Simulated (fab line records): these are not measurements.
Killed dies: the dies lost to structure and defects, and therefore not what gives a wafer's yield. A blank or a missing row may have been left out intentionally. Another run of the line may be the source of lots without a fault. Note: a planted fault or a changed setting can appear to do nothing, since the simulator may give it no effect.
Which of the tools did it? | flow n5Finfet | 36 wafers from 12 lots sampled at 5 of the route's 1938 steps

## WHAT EACH GAUGE READ, for each wafer
N5_BEOL_M1_CD_MEAS_28: target cd y 23.3 nm.
lot  | measured     | on       | cdNm (nm)
L075 | day 6 19:10  | cdSem-01 | 23.70 23.93 24.00
L077 | day 7 08:49  | cdSem-02 | 23.85 24.12 23.87
L079 | day 7 16:32  | cdSem-03 | 24.07 24.11 24.11
L081 | day 7 21:13  | cdSem-03 | 23.90 24.46 23.98
L083 | day 8 10:04  | cdSem-03 | 24.31 24.42 24.40
L085 | day 9 01:42  | cdSem-02 | 23.66 23.71 23.76
L087 | day 9 08:23  | cdSem-01 | 24.33 23.72 24.10
L089 | day 9 23:35  | cdSem-02 | 23.74 23.94 24.00
L091 | day 10 11:26 | cdSem-03 | 24.16 24.06 23.72
L093 | day 10 23:08 | cdSem-03 | 24.37 23.99 23.68
L094 | day 11 15:50 | cdSem-01 | 24.32 24.01 23.93
L097 | day 11 18:21 | cdSem-01 | 24.27 23.64 24.19

## WHAT TOOL EACH LOT RAN ON (gives the tool, then ch and the chambers of the sampled wafers, and finally the start)
lot  | N5_BEOL_M0_SURFACE_TREAT_137 | N5_BEOL_M0_SPUTTER_116      | N5_BEOL_M0_CO_CAP_123           | N5_BEOL_M1_ILD_DEP_00
L075 | pvdSputter-02, day 6 12:56   | pvdSputter-01, day 6 13:37  | cvdCo-02 ch 0,1,2, day 6 15:00  | pecvd-04 ch 0,2, day 6 15:15
L077 | pvdSputter-02, day 7 02:48   | pvdSputter-03, day 7 02:59  | cvdCo-01 ch 0,2, day 7 04:46    | pecvd-02 ch 0,1, day 7 05:01
L079 | pvdSputter-01, day 7 13:02   | pvdSputter-01, day 7 13:18  | cvdCo-01 ch 0,1,2, day 7 14:31  | pecvd-03 ch 0,1,2, day 7 14:46
L081 | pvdSputter-01, day 7 17:23   | pvdSputter-02, day 7 17:35  | cvdCo-02 ch 0,1,2, day 7 18:49  | pecvd-04 ch 1,2, day 7 19:20
L083 | pvdSputter-01, day 8 05:49   | pvdSputter-02, day 8 06:53  | cvdCo-02 ch 0,2, day 8 08:06    | pecvd-02 ch 1,2, day 8 08:22
L085 | pvdSputter-02, day 8 20:34   | pvdSputter-03, day 8 20:45  | cvdCo-02 ch 0,2, day 8 21:59    | pecvd-03 ch 0,1, day 8 22:14
L087 | pvdSputter-03, day 9 03:10   | pvdSputter-03, day 9 03:23  | cvdCo-01 ch 0,1, day 9 04:43    | pecvd-03 ch 0,1, day 9 04:58
L089 | pvdSputter-02, day 9 19:29   | pvdSputter-02, day 9 19:41  | cvdCo-01 ch 0,1,2, day 9 20:54  | pecvd-02 ch 1,2, day 9 21:09
L091 | pvdSputter-02, day 10 07:10  | pvdSputter-03, day 10 07:58 | cvdCo-01 ch 0,1,2, day 10 09:20 | pecvd-02 ch 0,1,2, day 10 09:35
L093 | pvdSputter-03, day 10 18:16  | pvdSputter-02, day 10 18:37 | cvdCo-01 ch 0,1,2, day 10 19:50 | pecvd-02 ch 0,2, day 10 20:05
L094 | pvdSputter-03, day 11 10:01  | pvdSputter-01, day 11 10:43 | cvdCo-02 ch 0,1,2, day 11 11:56 | pecvd-03 ch 0,1, day 11 12:11
L097 | pvdSputter-03, day 11 14:45  | pvdSputter-03, day 11 15:02 | cvdCo-01 ch 0,1,2, day 11 16:16 | pecvd-03 ch 0,1,2, day 11 16:31
- N5_BEOL_M0_SURFACE_TREAT_137
- N5_BEOL_M0_SPUTTER_116: material Cu, target thk 4 nm, time 7.37 s.
- N5_BEOL_M0_CO_CAP_123: material Co, precursor CCTBA/H2, target thk 2 nm, time 102.1 s.
- N5_BEOL_M1_ILD_DEP_00: deposits SiOC from DEMS/O2, target thk 79 nm, time 15.3 s.

## THE ANSWER, worked out from the rows above alone
Rule: the lots themselves supply what counts as usual. Put in order of their means at a reading, lots are off if they are a third of the lots or fewer, leave a main group of 4 or more, and stand apart from it by a gap of 3 or more times the standard deviation of the main group's means; of several such gaps the widest counts. A main group is skipped when, at the precision printed for the reading in the tables above, its means are all equal. A lot without any number at a reading at which 4 lots or more have one is off too. Any other lot the step has rows for is counted as sound.
Across all readings shown, no lot is off: no conclusion can be drawn from this.

## WHAT THE SIMULATOR HAD INSERTED
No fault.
